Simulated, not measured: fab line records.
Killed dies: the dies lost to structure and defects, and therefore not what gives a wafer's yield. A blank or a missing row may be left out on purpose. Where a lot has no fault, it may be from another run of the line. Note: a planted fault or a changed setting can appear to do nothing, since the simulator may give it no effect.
Chamber matching || flow n5-finfet || 4 sister chambers for N5_DUMMY_GATE_ETCH_44 on rie-si-05
The step etches poly-Si in HBr/O2, stops on SiO2, target depth 127.5 nm. 8 wafers are shown with their chamber, then 8 later ones without.

WAFERS WITH THEIR CHAMBER
{"wafer": "L077.2", "chamber": 0, "throttle-valve-pct (%)": 18.08, "drypump-motor-current-A (A)": 6.1}
{"wafer": "L077.5", "chamber": 0, "throttle-valve-pct (%)": 18.08, "drypump-motor-current-A (A)": 6.1}
{"wafer": "L080.4", "chamber": 2, "throttle-valve-pct (%)": 18.20, "drypump-motor-current-A (A)": 5.6}
{"wafer": "L081.5", "chamber": 3, "throttle-valve-pct (%)": 18.52, "drypump-motor-current-A (A)": 6.1}
{"wafer": "L084.6", "chamber": 2, "throttle-valve-pct (%)": 18.20, "drypump-motor-current-A (A)": 5.6}
{"wafer": "L087.1", "chamber": 3, "throttle-valve-pct (%)": 18.55, "drypump-motor-current-A (A)": 6.2}
{"wafer": "L087.5", "chamber": 1, "throttle-valve-pct (%)": 18.04, "drypump-motor-current-A (A)": 6.4}
{"wafer": "L088.1", "chamber": 1, "throttle-valve-pct (%)": 18.06, "drypump-motor-current-A (A)": 6.4}

WAFERS WITH NO CHAMBER GIVEN
{"wafer": "L088.2", "throttle-valve-pct (%)": 18.53, "drypump-motor-current-A (A)": 6.1}
{"wafer": "L088.4", "throttle-valve-pct (%)": 18.08, "drypump-motor-current-A (A)": 6.1}
{"wafer": "L094.2", "throttle-valve-pct (%)": 18.05, "drypump-motor-current-A (A)": 6.4}
{"wafer": "L094.3", "throttle-valve-pct (%)": 18.07, "drypump-motor-current-A (A)": 6.1}
{"wafer": "L094.4", "throttle-valve-pct (%)": 18.53, "drypump-motor-current-A (A)": 6.2}
{"wafer": "L095.1", "throttle-valve-pct (%)": 18.53, "drypump-motor-current-A (A)": 6.1}
{"wafer": "L095.4", "throttle-valve-pct (%)": 18.08, "drypump-motor-current-A (A)": 6.1}
{"wafer": "L095.5", "throttle-valve-pct (%)": 18.09, "drypump-motor-current-A (A)": 6.1}

THE CHAMBER EACH PASSED THROUGH
{"wafer": "L088.2", "from the rows above": 3, "in truth": 3}
{"wafer": "L088.4", "from the rows above": 0, "in truth": 0}
{"wafer": "L094.2", "from the rows above": 1, "in truth": 1}
{"wafer": "L094.3", "from the rows above": 0, "in truth": 0}
{"wafer": "L094.4", "from the rows above": 3, "in truth": 3}
{"wafer": "L095.1", "from the rows above": 3, "in truth": 3}
{"wafer": "L095.4", "from the rows above": 0, "in truth": 0}
{"wafer": "L095.5", "from the rows above": 0, "in truth": 0}
Correct placement for 8 of the 8. From these rows, 0 cannot be placed. Wrongly placed: 0.
How it was worked out, from the rows above alone: a wafer's distance from a chamber is the root of the sum, over the readings, of the square of ((its reading less the chamber's mean) divided by the reading's scatter). If the next closest chamber is less than 2 further off than the closest, the wafer can't be placed; otherwise it belongs to the closest. For every chamber, the mean is computed from those of its wafers that are shown. The scatter: take each reading less its chamber's mean, square it, sum over the shown wafers, divide by the number of wafers less the number of chambers, and take the root.
